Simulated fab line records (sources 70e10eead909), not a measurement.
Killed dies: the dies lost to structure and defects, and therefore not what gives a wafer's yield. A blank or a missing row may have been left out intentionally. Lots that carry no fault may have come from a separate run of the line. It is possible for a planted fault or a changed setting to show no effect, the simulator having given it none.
A struck lot beside a sound one ; flow nand harc ; 15 steps out of a route of 1159
Sound: these wafers, L149.2, L149.4, L149.6. Wafers struck: L135.1, L135.5, L135.6. At the end, the cause is stated.
Each step with rows lists, per side, the tool, then ch with its chambers, then its first start. Under that, the readings that differ: sound wafers ; struck wafers ; difference of the means ; sigmas: that difference in standard deviations of wafers without a fault.
alike: a reading whose means differ by less than 2 such deviations, as well as words and numbers matching on both sides. not compared: withheld readings; readings where some wafer has no value; bounds like >300 that might hide an equal value; numbers whose values overlap and for which the record gives no deviation.
The two part at a step that has a row with sigmas, a row that says differs or no value, or rows on one side only. When numbers do not overlap yet have no deviation, they are printed without sigmas and do not part them. A reading that every wafer of one side lacks parts them only if that side has two wafers or more.

first, 5 steps without rows for these wafers: NHARC_A_BONDPAD_SOFTBAKE_04 (time 70 s); NHARC_A_BONDPAD_EBR_05; NHARC_A_BONDPAD_EXPOSE_06 (exposes mask A BPAD); NHARC_A_BONDPAD_PEB_07 (peb time 80 s); NHARC_A_BONDPAD_DEVELOP_08 (time 50 s).
NHARC_A_BONDPAD_CD_MEAS_09 targets a cd of 500 nm.
  sound on cd sem-03 ch 0, day 21 22:38; struck on cd sem-02 ch 0, day 18 17:05
  alike: cd nm
NHARC_A_BONDPAD_OVL_MEAS_35:
  struck on overlay-01, day 18 17:11; sound on overlay-02, day 21 22:43
  alike: overlay x nm, overlay y nm
then, 1 step without rows for these wafers: NHARC_A_BONDPAD_HARDBAKE_10 (time 65 s).
NHARC_A_BONDPAD_DESCUM_11: chemistry O2, time 3 s.
  sound on rie diel-11 ch 0,2,3, day 21 22:52; struck on rie diel-11 ch 0,1,2, day 18 17:20
  alike: drypump motor current A, oes product au, rf vpp V, showerhead plenum p Torr, throttle valve pct
  not compared: rf hours counter h
NHARC_A_BONDPAD_ETCH_34: etches the open film in N2/H2, target depth 60 nm, overetch 18 nm, time 65.91 s.
  sound on rie diel-11 ch 0,2, day 21 22:56; struck on rie diel-11 ch 0,3, day 18 17:24
  alike: drypump motor current A, oes product au, rf vpp V, showerhead plenum p Torr, throttle valve pct
  not compared: rf hours counter h
NHARC_A_BONDPAD_ETCH_12: etches the open film in CHF3/O2, target depth 220 nm, time 110 s.
  sound on rie diel-11 ch 0,2,3; struck on rie diel-11 ch 2,3
  alike: drypump motor current A, oes product au, rf vpp V, showerhead plenum p Torr, throttle valve pct
  not compared: rf hours counter h
NHARC_A_BONDPAD_CD_MEAS_13:
  struck on cd sem-01, day 18 17:37; sound on cd sem-01, day 21 23:10
  alike: cd nm
NHARC_A_BONDPAD_STRIP_15: strips in O2.
  sound on rie diel-11 ch 0,2,3, day 21 23:15; struck on rie diel-12 ch 0,3, day 18 17:42
  no value came back on the struck wafers for any of 7 readings (bias w (W), chamber pressure mTorr (mTorr) and others); on the sound wafers bias w (W) reads 0 0 0
  not compared: rf hours counter h
NHARC_A_BONDPAD_ETCH_24: etches the open film in CF4/N2, target depth 30 nm, time 72.99 s.
  sound on rie diel-11 ch 0,1,3; struck on rie diel-12 ch 0,3, day 18 17:52
  alike: drypump motor current A, oes product au, rf vpp V, showerhead plenum p Torr, throttle valve pct
  not compared: rf hours counter h
NHARC_END_SORT_01:
  sound on prober-01 ch 0, day 23 08:41; struck on prober-02 ch 0, day 20 09:06
  alike: defect limited yield, killed at array, killed at other, killed at periphery, killed dies, killed open, killed short, sort_bin_2_pct, sort_bin_3_pct, sort_bin_4_pct, sort n pass, sort rim yield pct, sort yield pct

WHERE THEY PART
Only at NHARC_A_BONDPAD_STRIP_15, as far as this record shows. Later steps at which nothing parts them and some readings are alike: NHARC_A_BONDPAD_ETCH_24, NHARC_END_SORT_01.

WHY: whatever the simulator had introduced
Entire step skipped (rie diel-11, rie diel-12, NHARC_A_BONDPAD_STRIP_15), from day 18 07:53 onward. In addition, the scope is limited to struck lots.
